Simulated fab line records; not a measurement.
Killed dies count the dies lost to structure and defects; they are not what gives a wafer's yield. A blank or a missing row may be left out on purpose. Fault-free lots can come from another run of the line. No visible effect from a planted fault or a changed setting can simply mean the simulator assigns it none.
Chamber matching    flow nand_harc    4 sister chambers for NHARC_P_BONDPAD_ACTIVATE_29 on rie_diel-07
The step chemistry N2, time 60 s. 4 wafers are shown with their chamber, then 12 later ones without.

WAFERS WITH THEIR CHAMBER
wafer   chamber  drypump_motor_current_A (A)
L083.2  2        6.12
L091.2  1        6.08
L091.5  0        5.54
L091.6  3        5.93

WAFERS MISSING THEIR CHAMBER
wafer   drypump_motor_current_A (A)
L092.1  6.06
L092.2  6.13
L092.5  5.94
L093.2  6.13
L093.4  5.91
L093.5  6.13
L094.3  6.09
L094.4  5.50
L094.6  6.09
L095.3  6.07
L095.5  5.50
L095.6  6.12

EACH ONE'S CHAMBER
wafer   from the rows above      in truth
L092.1  1                        1
L092.2  2                        2
L092.5  3                        3
L093.2  2                        2
L093.4  3                        3
L093.5  2                        2
L094.3  can't be placed: 1 or 2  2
L094.4  0                        0
L094.6  can't be placed: 1 or 2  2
L095.3  1                        1
L095.5  0                        0
L095.6  2                        2
Correctly placed: 10 of 12. Not placeable from these rows: 2 (in 2, the candidates include the true chamber). 0 placed wrongly.
How it was worked out, from the rows above alone: a wafer's distance from a chamber is the root of the sum, over the readings, of the square of ((its reading less the chamber's mean) divided by the reading's scatter). The wafer belongs to the nearest chamber; if the next one is less than 2 further off, it can't be placed. For every chamber, the mean is computed from those of its wafers that are shown. The scatter (one wafer shown for each chamber): square how far every hidden wafer sits from the nearest shown wafer, average those squares and take the square root.
